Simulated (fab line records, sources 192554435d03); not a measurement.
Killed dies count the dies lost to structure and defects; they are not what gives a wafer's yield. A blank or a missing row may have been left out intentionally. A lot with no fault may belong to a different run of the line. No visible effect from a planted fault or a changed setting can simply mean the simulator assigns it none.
fab line records || flow n5-finfet || part 2 of 2: steps 27 to 33 of 33
record: {"lots": 5, "wafers": 15, "last-day": 17}
route steps=1938 shown BEOL_M14@1762 BEOL_M15@1773
lots untouched by any fault: they come from a run of this same line in which no faults occurred
start-h: hours from the record's first day to the start of the lot's first wafer shown || wait-h: hours elapsed since this lot's preceding step || " the same as in the row above || L1.1+2: a row that stands for several wafers || - no value, or no start was given || * or withheld: withheld || < > ~ a bound
route shown NAME@n: NAME is a module with steps in the file, n the number in the route of the first one || usual: mean/standard deviation of fault-free wafers || same: alike in all rows || chamber/n: place in a boat || sites: per-site readings || _std_site: their standard deviation || _edge_site: mean of outer sites minus mean of inner sites || radius-mm: for every site, how far away it sits from the centre of the wafer || mask NAME#n: copy n || behind: tool/chamber where the wafer was last shaped || hold: cause of the lot's hold/its duration in hours/its outcome || device: whichever transistor did not switch (one of n, p or np) || end of line: the route-end tests of the same wafers || a step without rows: its recipe alone || killed: dies that structure and defects cost at the first sort, which is not the same as the wafer's yield || map: a wafer's dies, marking killed ones x, the rest . and places with no die _
set.NAME: the setting that was run; set.NAME@STEP: the one run at that earlier step || model.NAME: the simulator's own value behind a step, which no gauge read
certain route steps with their lots: each step a table, each wafer a row
services: a tool's chamber out of use, with start hour (start-h, from the record's first day; less than 0 if before it), hours out, and reason
== steps ==
step: N5_BEOL_M15_VIA_ETCH_16
recipe: {"chemistry": "C4F8/O2/Ar", "target": "SiO2", "he-inner-torr": 15, "he-outer-torr": 30, "target-depth-a": 17922, "time-s": "withheld", "ion-energy-ev": 800, "pressure-mtorr": 20, "source-w": 1905, "bias-w": 2040, "Ar_flow_sccm": 400, "C4F8_flow_sccm": 16, "O2_flow_sccm": 12, "ends": "cleared"}
usual: {"O2_flow_sccm": "12.00/0.04", "drypump-motor-current-A": "5.6/0.37", "mfc-ar-sccm": "400.0/1.1", "oes_o_777_au": "0.81/0.081", "oes-product-au": "0.73/0.078", "rf-vpp-V": "2226/29", "showerhead-plenum-p-Torr": "3.43/0.13", "throttle-valve-pct": "30.79/0.2"}
{"lot.wafer": "L077.3", "tool": "rie-diel-05", "chamber": 1, "start-h": 270.68, "wait-h": 0.0, "O2_flow_sccm": 12.05, "drypump-motor-current-A": 6.1, "mfc-ar-sccm": 400.4, "oes_o_777_au": 0.89, "oes-product-au": 0.80, "rf-vpp-V": 2250, "showerhead-plenum-p-Torr": 3.67, "throttle-valve-pct": 30.91}
{"lot.wafer": "L077.5", "tool": "rie-diel-05", "chamber": 2, "start-h": 270.68, "wait-h": 0.0, "O2_flow_sccm": 11.97, "drypump-motor-current-A": 5.3, "mfc-ar-sccm": 400.7, "oes_o_777_au": 0.95, "oes-product-au": 0.85, "rf-vpp-V": 2237, "showerhead-plenum-p-Torr": 3.48, "throttle-valve-pct": 30.89}
{"lot.wafer": "L077.6", "tool": "rie-diel-05", "chamber": 1, "start-h": 270.68, "wait-h": 0.0, "O2_flow_sccm": 12.01, "drypump-motor-current-A": 6.1, "mfc-ar-sccm": 400.7, "oes_o_777_au": 0.89, "oes-product-au": 0.80, "rf-vpp-V": 2251, "showerhead-plenum-p-Torr": 3.67, "throttle-valve-pct": 30.92}
{"lot.wafer": "L078.1", "tool": "rie-diel-02", "chamber": 1, "start-h": 270.84, "wait-h": 0.0, "O2_flow_sccm": 12.06, "drypump-motor-current-A": 5.8, "mfc-ar-sccm": 400.0, "oes_o_777_au": 0.88, "oes-product-au": 0.81, "rf-vpp-V": 2229, "showerhead-plenum-p-Torr": 3.39, "throttle-valve-pct": 30.38}
{"lot.wafer": "L078.2", "tool": "rie-diel-02", "chamber": 2, "start-h": 270.84, "wait-h": 0.0, "O2_flow_sccm": 11.97, "drypump-motor-current-A": 5.5, "mfc-ar-sccm": 400.4, "oes_o_777_au": 0.82, "oes-product-au": 0.75, "rf-vpp-V": 2227, "showerhead-plenum-p-Torr": 3.37, "throttle-valve-pct": 30.72}
{"lot.wafer": "L078.3", "tool": "rie-diel-02", "chamber": 0, "start-h": 270.84, "wait-h": 0.0, "O2_flow_sccm": 12.12, "drypump-motor-current-A": 5.3, "mfc-ar-sccm": 399.2, "oes_o_777_au": 0.80, "oes-product-au": 0.74, "rf-vpp-V": 2263, "showerhead-plenum-p-Torr": 3.49, "throttle-valve-pct": 30.74}
{"lot.wafer": "L089.1", "tool": "rie-diel-02", "chamber": 2, "start-h": 347.20, "wait-h": 0.0, "O2_flow_sccm": 12.07, "drypump-motor-current-A": 5.6, "mfc-ar-sccm": 399.1, "oes_o_777_au": 0.80, "oes-product-au": 0.74, "rf-vpp-V": 2228, "showerhead-plenum-p-Torr": 3.37, "throttle-valve-pct": 30.74}
{"lot.wafer": "L089.3", "tool": "rie-diel-02", "chamber": 1, "start-h": 347.20, "wait-h": 0.0, "O2_flow_sccm": 12.01, "drypump-motor-current-A": 5.8, "mfc-ar-sccm": 400.9, "oes_o_777_au": 0.83, "oes-product-au": 0.77, "rf-vpp-V": 2229, "showerhead-plenum-p-Torr": 3.37, "throttle-valve-pct": 30.39}
{"lot.wafer": "L089.5", "tool": "rie-diel-02", "chamber": 1, "start-h": 347.20, "wait-h": 0.0, "O2_flow_sccm": 11.96, "drypump-motor-current-A": 5.8, "mfc-ar-sccm": 399.6, "oes_o_777_au": 0.84, "oes-product-au": 0.78, "rf-vpp-V": 2229, "showerhead-plenum-p-Torr": 3.37, "throttle-valve-pct": 30.39}
{"lot.wafer": "L090.1", "tool": "rie-diel-05", "chamber": 3, "start-h": 361.02, "wait-h": 0.0, "O2_flow_sccm": 12.04, "drypump-motor-current-A": 5.8, "mfc-ar-sccm": 401.1, "oes_o_777_au": 0.67, "oes-product-au": 0.62, "rf-vpp-V": 2223, "showerhead-plenum-p-Torr": 3.26, "throttle-valve-pct": 30.97}
{"lot.wafer": "L090.5", "tool": "rie-diel-05", "chamber": 2, "start-h": 361.02, "wait-h": 0.0, "O2_flow_sccm": 11.93, "drypump-motor-current-A": 5.3, "mfc-ar-sccm": 399.4, "oes_o_777_au": 0.89, "oes-product-au": 0.81, "rf-vpp-V": 2236, "showerhead-plenum-p-Torr": 3.46, "throttle-valve-pct": 30.93}
{"lot.wafer": "L090.6", "tool": "rie-diel-05", "chamber": 3, "start-h": 361.02, "wait-h": 0.0, "O2_flow_sccm": 11.96, "drypump-motor-current-A": 5.8, "mfc-ar-sccm": 400.0, "oes_o_777_au": 0.67, "oes-product-au": 0.61, "rf-vpp-V": 2224, "showerhead-plenum-p-Torr": 3.26, "throttle-valve-pct": 30.97}
{"lot.wafer": "L097.1", "tool": "rie-diel-05", "chamber": 0, "start-h": 378.31, "wait-h": 0.0, "O2_flow_sccm": 11.98, "drypump-motor-current-A": 5.4, "mfc-ar-sccm": 401.2, "oes_o_777_au": 0.69, "oes-product-au": 0.62, "rf-vpp-V": 2237, "showerhead-plenum-p-Torr": 3.29, "throttle-valve-pct": 31.21}
{"lot.wafer": "L097.2", "tool": "rie-diel-05", "chamber": 1, "start-h": 378.31, "wait-h": 0.0, "O2_flow_sccm": 11.99, "drypump-motor-current-A": 6.2, "mfc-ar-sccm": 399.5, "oes_o_777_au": 0.85, "oes-product-au": 0.76, "rf-vpp-V": 2249, "showerhead-plenum-p-Torr": 3.65, "throttle-valve-pct": 30.96}
{"lot.wafer": "L097.3", "tool": "rie-diel-05", "chamber": 3, "start-h": 378.31, "wait-h": 0.0, "O2_flow_sccm": 12.00, "drypump-motor-current-A": 5.8, "mfc-ar-sccm": 399.3, "oes_o_777_au": 0.67, "oes-product-au": 0.61, "rf-vpp-V": 2222, "showerhead-plenum-p-Torr": 3.26, "throttle-valve-pct": 31.00}
step: N5_BEOL_M15_STRIP_63
recipe: {"chemistry": "O2", "power-w": 600, "temp-c": 60, "pressure-mtorr": 30, "rf-frequency-hz": 6e+07, "bias-power-w": 0, "overash-fraction": 0.3, "o2-flow-sccm": 225}
usual: {"drypump-motor-current-A": "5.6/0.37", "o2-flow-sccm": "225.0/0.72", "oes-product-au": "0.81/0.086", "rf-vpp-V": "3.6/0.75", "showerhead-plenum-p-Torr": "2.09/0.089", "throttle-valve-pct": "16.58/0.23"}
same: {"bias-power-w": 0}
{"lot.wafer": "L077.3", "tool": "rie-diel-05", "chamber": 1, "start-h": "-", "wait-h": "-", "drypump-motor-current-A": 6.1, "o2-flow-sccm": 225.6, "oes-product-au": 0.89, "rf-hours-counter-h": 26, "rf-vpp-V": 4.3, "showerhead-plenum-p-Torr": 2.23, "throttle-valve-pct": 16.45}
{"lot.wafer": "L077.5", "tool": "rie-diel-05", "chamber": 2, "start-h": "-", "wait-h": "-", "drypump-motor-current-A": 5.3, "o2-flow-sccm": 225.9, "oes-product-au": 0.95, "rf-hours-counter-h": "-", "rf-vpp-V": 3.4, "showerhead-plenum-p-Torr": 2.16, "throttle-valve-pct": 16.86}
{"lot.wafer": "L077.6", "tool": "rie-diel-05", "chamber": 1, "start-h": "-", "wait-h": "-", "drypump-motor-current-A": 6.1, "o2-flow-sccm": 225.1, "oes-product-au": 0.89, "rf-hours-counter-h": "-", "rf-vpp-V": 3.3, "showerhead-plenum-p-Torr": 2.23, "throttle-valve-pct": 16.43}
{"lot.wafer": "L078.1", "tool": "rie-diel-02", "chamber": 1, "start-h": "-", "wait-h": "-", "drypump-motor-current-A": 5.9, "o2-flow-sccm": 225.2, "oes-product-au": 0.92, "rf-hours-counter-h": 25, "rf-vpp-V": 3.4, "showerhead-plenum-p-Torr": 2.05, "throttle-valve-pct": 16.10}
{"lot.wafer": "L078.2", "tool": "rie-diel-02", "chamber": 2, "start-h": "-", "wait-h": "-", "drypump-motor-current-A": 5.6, "o2-flow-sccm": 225.8, "oes-product-au": 0.84, "rf-hours-counter-h": 52, "rf-vpp-V": 2.5, "showerhead-plenum-p-Torr": 2.04, "throttle-valve-pct": 16.43}
{"lot.wafer": "L078.3", "tool": "rie-diel-02", "chamber": 0, "start-h": "-", "wait-h": "-", "drypump-motor-current-A": 5.3, "o2-flow-sccm": 225.5, "oes-product-au": 0.81, "rf-hours-counter-h": 70, "rf-vpp-V": 5.3, "showerhead-plenum-p-Torr": 2.13, "throttle-valve-pct": 16.53}
{"lot.wafer": "L089.1", "tool": "rie-diel-02", "chamber": 2, "start-h": "-", "wait-h": "-", "drypump-motor-current-A": 5.6, "o2-flow-sccm": 225.5, "oes-product-au": 0.83, "rf-hours-counter-h": 65, "rf-vpp-V": 3.0, "showerhead-plenum-p-Torr": 2.04, "throttle-valve-pct": 16.46}
{"lot.wafer": "L089.3", "tool": "rie-diel-02", "chamber": 1, "start-h": "-", "wait-h": "-", "drypump-motor-current-A": 5.9, "o2-flow-sccm": 225.2, "oes-product-au": 0.85, "rf-hours-counter-h": 51, "rf-vpp-V": 5.1, "showerhead-plenum-p-Torr": 2.04, "throttle-valve-pct": 16.13}
{"lot.wafer": "L089.5", "tool": "rie-diel-02", "chamber": 1, "start-h": "-", "wait-h": "-", "drypump-motor-current-A": 5.9, "o2-flow-sccm": 224.7, "oes-product-au": 0.85, "rf-hours-counter-h": "-", "rf-vpp-V": 3.3, "showerhead-plenum-p-Torr": 2.04, "throttle-valve-pct": 16.13}
{"lot.wafer": "L090.1", "tool": "rie-diel-05", "chamber": 3, "start-h": "-", "wait-h": "-", "drypump-motor-current-A": 5.7, "o2-flow-sccm": 225.6, "oes-product-au": 0.68, "rf-hours-counter-h": 233, "rf-vpp-V": 2.9, "showerhead-plenum-p-Torr": 1.96, "throttle-valve-pct": 16.83}
{"lot.wafer": "L090.5", "tool": "rie-diel-05", "chamber": 2, "start-h": "-", "wait-h": "-", "drypump-motor-current-A": 5.3, "o2-flow-sccm": 224.6, "oes-product-au": 0.88, "rf-hours-counter-h": "-", "rf-vpp-V": 2.2, "showerhead-plenum-p-Torr": 2.15, "throttle-valve-pct": 16.91}
{"lot.wafer": "L090.6", "tool": "rie-diel-05", "chamber": 3, "start-h": "-", "wait-h": "-", "drypump-motor-current-A": 5.7, "o2-flow-sccm": 225.4, "oes-product-au": 0.68, "rf-hours-counter-h": "-", "rf-vpp-V": 2.7, "showerhead-plenum-p-Torr": 1.96, "throttle-valve-pct": 16.85}
{"lot.wafer": "L097.1", "tool": "rie-diel-05", "chamber": 0, "start-h": "-", "wait-h": "-", "drypump-motor-current-A": 5.4, "o2-flow-sccm": 225.6, "oes-product-au": 0.69, "rf-hours-counter-h": 221, "rf-vpp-V": 3.6, "showerhead-plenum-p-Torr": 1.99, "throttle-valve-pct": 16.99}
{"lot.wafer": "L097.2", "tool": "rie-diel-05", "chamber": 1, "start-h": "-", "wait-h": "-", "drypump-motor-current-A": 6.1, "o2-flow-sccm": 225.4, "oes-product-au": 0.83, "rf-hours-counter-h": 57, "rf-vpp-V": 3.9, "showerhead-plenum-p-Torr": 2.22, "throttle-valve-pct": 16.48}
{"lot.wafer": "L097.3", "tool": "rie-diel-05", "chamber": 3, "start-h": "-", "wait-h": "-", "drypump-motor-current-A": 5.8, "o2-flow-sccm": 224.9, "oes-product-au": 0.66, "rf-hours-counter-h": 240, "rf-vpp-V": 4.4, "showerhead-plenum-p-Torr": 1.96, "throttle-valve-pct": 16.86}
step: N5_BEOL_M15_STRIP_64
recipe: {"chemistry": "O2", "power-w": 600, "temp-c": 60, "pressure-mtorr": 30, "rf-frequency-hz": 6e+07, "bias-power-w": 0, "overash-fraction": 0.3, "o2-flow-sccm": 225}
usual: {"drypump-motor-current-A": "5.6/0.37", "o2-flow-sccm": "225.0/0.67", "oes-product-au": "0.81/0.086", "rf-vpp-V": "3.7/0.52", "showerhead-plenum-p-Torr": "2.09/0.089", "throttle-valve-pct": "16.59/0.23"}
same: {"bias-power-w": 0}
{"lot.wafer": "L077.3", "tool": "rie-diel-05", "chamber": 1, "start-h": "-", "wait-h": "-", "drypump-motor-current-A": 6.2, "o2-flow-sccm": 223.8, "oes-product-au": 0.89, "rf-hours-counter-h": 26, "rf-vpp-V": 4.0, "showerhead-plenum-p-Torr": 2.23, "throttle-valve-pct": 16.43}
{"lot.wafer": "L077.5", "tool": "rie-diel-05", "chamber": 2, "start-h": "-", "wait-h": "-", "drypump-motor-current-A": 5.3, "o2-flow-sccm": 225.2, "oes-product-au": 0.95, "rf-hours-counter-h": "-", "rf-vpp-V": 3.3, "showerhead-plenum-p-Torr": 2.16, "throttle-valve-pct": 16.85}
{"lot.wafer": "L077.6", "tool": "rie-diel-05", "chamber": 1, "start-h": "-", "wait-h": "-", "drypump-motor-current-A": 6.1, "o2-flow-sccm": 224.1, "oes-product-au": 0.89, "rf-hours-counter-h": "-", "rf-vpp-V": 4.8, "showerhead-plenum-p-Torr": 2.23, "throttle-valve-pct": 16.42}
{"lot.wafer": "L078.1", "tool": "rie-diel-02", "chamber": 1, "start-h": "-", "wait-h": "-", "drypump-motor-current-A": 5.9, "o2-flow-sccm": 225.8, "oes-product-au": 0.90, "rf-hours-counter-h": 25, "rf-vpp-V": 4.2, "showerhead-plenum-p-Torr": 2.05, "throttle-valve-pct": 16.07}
{"lot.wafer": "L078.2", "tool": "rie-diel-02", "chamber": 2, "start-h": "-", "wait-h": "-", "drypump-motor-current-A": 5.5, "o2-flow-sccm": 225.3, "oes-product-au": 0.85, "rf-hours-counter-h": 52, "rf-vpp-V": 3.3, "showerhead-plenum-p-Torr": 2.04, "throttle-valve-pct": 16.41}
{"lot.wafer": "L078.3", "tool": "rie-diel-02", "chamber": 0, "start-h": "-", "wait-h": "-", "drypump-motor-current-A": 5.3, "o2-flow-sccm": 225.2, "oes-product-au": 0.82, "rf-hours-counter-h": 70, "rf-vpp-V": 3.4, "showerhead-plenum-p-Torr": 2.13, "throttle-valve-pct": 16.50}
{"lot.wafer": "L089.1", "tool": "rie-diel-02", "chamber": 2, "start-h": "-", "wait-h": "-", "drypump-motor-current-A": 5.6, "o2-flow-sccm": 224.8, "oes-product-au": 0.83, "rf-hours-counter-h": 65, "rf-vpp-V": 3.2, "showerhead-plenum-p-Torr": 2.04, "throttle-valve-pct": 16.45}
{"lot.wafer": "L089.3", "tool": "rie-diel-02", "chamber": 1, "start-h": "-", "wait-h": "-", "drypump-motor-current-A": 5.8, "o2-flow-sccm": 225.2, "oes-product-au": 0.85, "rf-hours-counter-h": 51, "rf-vpp-V": 4.1, "showerhead-plenum-p-Torr": 2.04, "throttle-valve-pct": 16.11}
{"lot.wafer": "L089.5", "tool": "rie-diel-02", "chamber": 1, "start-h": "-", "wait-h": "-", "drypump-motor-current-A": 5.8, "o2-flow-sccm": 224.3, "oes-product-au": 0.87, "rf-hours-counter-h": "-", "rf-vpp-V": 3.0, "showerhead-plenum-p-Torr": 2.04, "throttle-valve-pct": 16.12}
{"lot.wafer": "L090.1", "tool": "rie-diel-05", "chamber": 3, "start-h": "-", "wait-h": "-", "drypump-motor-current-A": 5.7, "o2-flow-sccm": 224.3, "oes-product-au": 0.69, "rf-hours-counter-h": 233, "rf-vpp-V": 4.4, "showerhead-plenum-p-Torr": 1.96, "throttle-valve-pct": 16.86}
{"lot.wafer": "L090.5", "tool": "rie-diel-05", "chamber": 2, "start-h": "-", "wait-h": "-", "drypump-motor-current-A": 5.2, "o2-flow-sccm": 226.3, "oes-product-au": 0.88, "rf-hours-counter-h": "-", "rf-vpp-V": 3.9, "showerhead-plenum-p-Torr": 2.15, "throttle-valve-pct": 16.91}
{"lot.wafer": "L090.6", "tool": "rie-diel-05", "chamber": 3, "start-h": "-", "wait-h": "-", "drypump-motor-current-A": 5.8, "o2-flow-sccm": 224.8, "oes-product-au": 0.69, "rf-hours-counter-h": "-", "rf-vpp-V": 3.8, "showerhead-plenum-p-Torr": 1.96, "throttle-valve-pct": 16.84}
{"lot.wafer": "L097.1", "tool": "rie-diel-05", "chamber": 0, "start-h": "-", "wait-h": "-", "drypump-motor-current-A": 5.5, "o2-flow-sccm": 226.0, "oes-product-au": 0.69, "rf-hours-counter-h": 221, "rf-vpp-V": 3.8, "showerhead-plenum-p-Torr": 1.99, "throttle-valve-pct": 16.99}
{"lot.wafer": "L097.2", "tool": "rie-diel-05", "chamber": 1, "start-h": "-", "wait-h": "-", "drypump-motor-current-A": 6.1, "o2-flow-sccm": 225.1, "oes-product-au": 0.84, "rf-hours-counter-h": 57, "rf-vpp-V": 3.9, "showerhead-plenum-p-Torr": 2.22, "throttle-valve-pct": 16.46}
{"lot.wafer": "L097.3", "tool": "rie-diel-05", "chamber": 3, "start-h": "-", "wait-h": "-", "drypump-motor-current-A": 5.8, "o2-flow-sccm": 224.8, "oes-product-au": 0.68, "rf-hours-counter-h": 240, "rf-vpp-V": 4.6, "showerhead-plenum-p-Torr": 1.96, "throttle-valve-pct": 16.86}
step: N5_BEOL_M15_STRIP_65
recipe: {"chemistry": "post-etch-residue-remover", "time-s": 60, "temp-c": 25, "remover-ph": "withheld", "remover-water-wt-pct": "withheld", "remover-fluoride-wt-pct": "withheld"}
{"lot.wafer": "L077.3+5+6", "tool": "wet-bench-01", "chamber": "0,6,1", "start-h": 271.03, "wait-h": "-"}
{"lot.wafer": "L078.1+2+3", "tool": "wet-bench-05", "chamber": "5,0,7", "start-h": 271.19, "wait-h": "-"}
{"lot.wafer": "L089.1+3+5", "tool": "wet-bench-03", "chamber": "7,0,1", "start-h": 347.55, "wait-h": "-"}
{"lot.wafer": "L090.1+5+6", "tool": "wet-bench-01", "chamber": "7,3,4", "start-h": 361.37, "wait-h": "-"}
{"lot.wafer": "L097.1+2+3", "tool": "wet-bench-01", "chamber": "3,5,6", "start-h": 378.66, "wait-h": "-"}
step: N5_BEOL_M15_SRD_66
recipe: {"time-s": 30, "temp-c": 23, "rinse-liquid": "diw", "dry": "n2-spin", "spin-rpm": 1500, "dry-time-s": 30}
same: {"dry-time-s": 30}
{"lot.wafer": "L077.3+5+6", "tool": "wet-bench-01", "chamber": "0,6,1", "start-h": 271.05, "wait-h": 0.0}
{"lot.wafer": "L078.1+2+3", "tool": "wet-bench-05", "chamber": "5,0,7", "start-h": 271.21, "wait-h": 0.0}
{"lot.wafer": "L089.1+3+5", "tool": "wet-bench-03", "chamber": "7,0,1", "start-h": 347.57, "wait-h": 0.0}
{"lot.wafer": "L090.1+5+6", "tool": "wet-bench-01", "chamber": "7,3,4", "start-h": 361.39, "wait-h": 0.0}
{"lot.wafer": "L097.1+2+3", "tool": "wet-bench-01", "chamber": "3,5,6", "start-h": 378.68, "wait-h": 0.0}
step: N5_BEOL_M15_CD_MEAS_17
recipe: {"target-cd-nm": 360, "polarity": "opening"}
usual: {"cd-nm": "360.8/2.3"}
{"lot.wafer": "L077.3", "tool": "cd-sem-03", "chamber": "-", "start-h": 271.10, "wait-h": 0.0, "cd-nm": 364.4}
{"lot.wafer": "L077.5", "tool": "cd-sem-03", "chamber": "-", "start-h": 271.10, "wait-h": 0.0, "cd-nm": 363.0}
{"lot.wafer": "L077.6", "tool": "cd-sem-03", "chamber": "-", "start-h": 271.10, "wait-h": 0.0, "cd-nm": 362.1}
{"lot.wafer": "L078.1", "tool": "cd-sem-02", "chamber": "-", "start-h": 271.25, "wait-h": 0.0, "cd-nm": 361.2}
{"lot.wafer": "L078.2", "tool": "cd-sem-02", "chamber": "-", "start-h": 271.25, "wait-h": 0.0, "cd-nm": 360.7}
{"lot.wafer": "L078.3", "tool": "cd-sem-02", "chamber": "-", "start-h": 271.25, "wait-h": 0.0, "cd-nm": 359.3}
{"lot.wafer": "L089.1", "tool": "cd-sem-03", "chamber": "-", "start-h": 347.61, "wait-h": 0.0, "cd-nm": 356.7}
{"lot.wafer": "L089.3", "tool": "cd-sem-03", "chamber": "-", "start-h": 347.61, "wait-h": 0.0, "cd-nm": 359.2}
{"lot.wafer": "L089.5", "tool": "cd-sem-03", "chamber": "-", "start-h": 347.61, "wait-h": 0.0, "cd-nm": 359.1}
{"lot.wafer": "L090.1", "tool": "cd-sem-03", "chamber": "-", "start-h": 361.43, "wait-h": 0.0, "cd-nm": 362.6}
{"lot.wafer": "L090.5", "tool": "cd-sem-03", "chamber": "-", "start-h": 361.43, "wait-h": 0.0, "cd-nm": 362.6}
{"lot.wafer": "L090.6", "tool": "cd-sem-03", "chamber": "-", "start-h": 361.43, "wait-h": 0.0, "cd-nm": 363.1}
{"lot.wafer": "L097.1", "tool": "cd-sem-01", "chamber": "-", "start-h": 378.72, "wait-h": 0.0, "cd-nm": 358.1}
{"lot.wafer": "L097.2", "tool": "cd-sem-01", "chamber": "-", "start-h": 378.72, "wait-h": 0.0, "cd-nm": 362.2}
{"lot.wafer": "L097.3", "tool": "cd-sem-01", "chamber": "-", "start-h": 378.72, "wait-h": 0.0, "cd-nm": 359.6}
step: N5_BEOL_M15_COAT_56
recipe: {"resist": "SOC", "temp-c": 250, "time-s": 60, "spin-rpm": 1500, "resist-thk-nm": 550}
{"lot.wafer": "L077.3+5+6", "tool": "litho-track-02", "chamber": 0, "start-h": 271.14, "wait-h": 0.0}
{"lot.wafer": "L078.1+2+3", "tool": "litho-track-02", "chamber": 0, "start-h": 271.29, "wait-h": 0.0}
{"lot.wafer": "L089.1+3+5", "tool": "litho-track-04", "chamber": 0, "start-h": 347.64, "wait-h": 0.0}
{"lot.wafer": "L090.1+5+6", "tool": "litho-track-04", "chamber": 0, "start-h": 361.47, "wait-h": 0.0}
{"lot.wafer": "L097.1+2+3", "tool": "litho-track-03", "chamber": 0, "start-h": 378.76, "wait-h": 0.0}
== services ==
{"tool": "cmp-01", "chamber": "-", "start-h": 246.61, "hours": 1.4, "kind": "repair"}
{"tool": "ecd-cu-02", "chamber": "-", "start-h": 247.50, "hours": 1.0, "kind": "repair"}
{"tool": "cmp-03", "chamber": "-", "start-h": 253.60, "hours": 5.8, "kind": "pm"}
{"tool": "cmp-01", "chamber": "-", "start-h": 266.43, "hours": 3.2, "kind": "repair"}
{"tool": "krf-scanner-01", "chamber": "-", "start-h": 276.56, "hours": 1.0, "kind": "pm"}
{"tool": "cmp-01", "chamber": "-", "start-h": 286.40, "hours": 0.7, "kind": "repair"}
{"tool": "krf-scanner-02", "chamber": "-", "start-h": 287.36, "hours": 1.0, "kind": "pm"}
{"tool": "krf-scanner-01", "chamber": "-", "start-h": 296.49, "hours": 0.8, "kind": "pm"}
{"tool": "ecd-cu-01", "chamber": "-", "start-h": 304.86, "hours": 0.5, "kind": "repair"}
{"tool": "rie-diel-05", "chamber": "-", "start-h": 307.04, "hours": 2.8, "kind": "pm"}
{"tool": "rie-diel-02", "chamber": 2, "start-h": 307.05, "hours": 32.1, "kind": "repair"}
{"tool": "pecvd-02", "chamber": 1, "start-h": 320.43, "hours": 10.2, "kind": "repair"}
{"tool": "cmp-03", "chamber": "-", "start-h": 322.79, "hours": 6.9, "kind": "repair"}
{"tool": "pecvd-01", "chamber": "-", "start-h": 325.07, "hours": 3.4, "kind": "repair"}
{"tool": "pecvd-04", "chamber": 0, "start-h": 332.70, "hours": 8.3, "kind": "repair"}
{"tool": "ecd-cu-02", "chamber": "-", "start-h": 343.49, "hours": 6.9, "kind": "pm"}
{"tool": "cmp-01", "chamber": "-", "start-h": 344.18, "hours": 1.8, "kind": "repair"}
{"tool": "pecvd-04", "chamber": "-", "start-h": 346.23, "hours": 6.0, "kind": "pm"}
{"tool": "pecvd-03", "chamber": "-", "start-h": 351.72, "hours": 0.6, "kind": "repair"}
{"tool": "cmp-03", "chamber": "-", "start-h": 353.95, "hours": 4.0, "kind": "pm"}
{"tool": "cmp-03", "chamber": "-", "start-h": 359.83, "hours": 0.3, "kind": "repair"}
{"tool": "pvd-sputter-03", "chamber": "-", "start-h": 363.22, "hours": 3.1, "kind": "repair"}
{"tool": "pvd-sputter-01", "chamber": "-", "start-h": 367.36, "hours": 0.5, "kind": "repair"}
{"tool": "rie-diel-02", "chamber": 3, "start-h": 370.40, "hours": 10.1, "kind": "repair"}
